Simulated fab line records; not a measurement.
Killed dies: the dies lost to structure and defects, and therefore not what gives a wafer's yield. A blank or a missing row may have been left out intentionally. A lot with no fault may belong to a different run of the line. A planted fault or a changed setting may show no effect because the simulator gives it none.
Matching of chambers -- flow n5 finfet -- N5_BEOL_M11_PECVD_70 on pecvd-01: 3 sister chambers
The step deposits SiO2 from TEOS/O2, target thk 20 nm, time 22.7 s. 18 wafers are shown with their chamber, then 9 later ones without.

== WAFERS, EACH WITH ITS CHAMBER ==
wafer,chamber,throttle valve pct (%),showerhead plenum p Torr (Torr),heater power w (W)
L076.2,2,24.0,8.80,974
L076.4,1,22.0,8.93,872
L076.6,2,24.3,8.81,999
L077.1,1,22.1,8.91,891
L077.2,0,22.4,8.91,722
L077.3,2,24.6,8.80,936
L077.4,1,21.8,8.92,881
L077.5,0,22.5,8.92,715
L077.6,2,24.0,8.80,950
L080.1,1,22.2,8.94,776
L080.3,0,22.1,8.90,714
L080.4,2,24.3,8.78,988
L081.2,2,24.2,8.81,954
L081.4,0,22.6,8.91,650
L081.6,0,22.4,8.94,657
L086.4,2,24.4,8.80,994
L086.5,1,22.0,8.91,915
L086.6,0,22.1,8.91,691

SIGNATURES, as means of the wafers listed above
reading,chamber 0,chamber 1,chamber 2,scatter within a chamber
throttle valve pct,22.350,22.020,24.257,0.197
showerhead plenum p Torr,8.9150,8.9220,8.8000,0.0122
heater power w,691.50,867.00,970.71,36.4
Rule: distance of a wafer from a chamber = root of the sum over the readings of ((wafer's reading minus chamber's mean) / reading's scatter) squared. If the next closest chamber is less than 2 further off than the closest, the wafer can't be placed; otherwise it belongs to the closest. The scatter is the square root of a quotient: the sum, over the shown wafers, of each reading's squared deviation from its chamber's mean, divided by wafers minus chambers.

== WAFERS WITHOUT THEIR CHAMBER ==
wafer,throttle valve pct (%),showerhead plenum p Torr (Torr),heater power w (W)
L087.4,22.0,8.92,793
L087.5,22.1,8.93,703
L087.6,24.3,8.81,955
L094.1,22.3,8.95,861
L094.2,24.6,8.82,959
L094.5,22.3,8.91,682
L097.2,22.3,8.93,619
L097.3,24.4,8.79,1008
L097.4,21.8,8.91,856

== THE CHAMBER EACH PASSED THROUGH ==
wafer,from the rows above,in truth
L087.4,can't be placed: 1 or 0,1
L087.5,0,0
L087.6,2,2
L094.1,1,1
L094.2,2,2
L094.5,0,0
L097.2,0,0
L097.3,2,2
L097.4,1,1
Correct placement for 8 of the 9. Unplaceable from these rows: 1, with the true chamber sitting among the candidates in 1. Placed wrongly: 0.
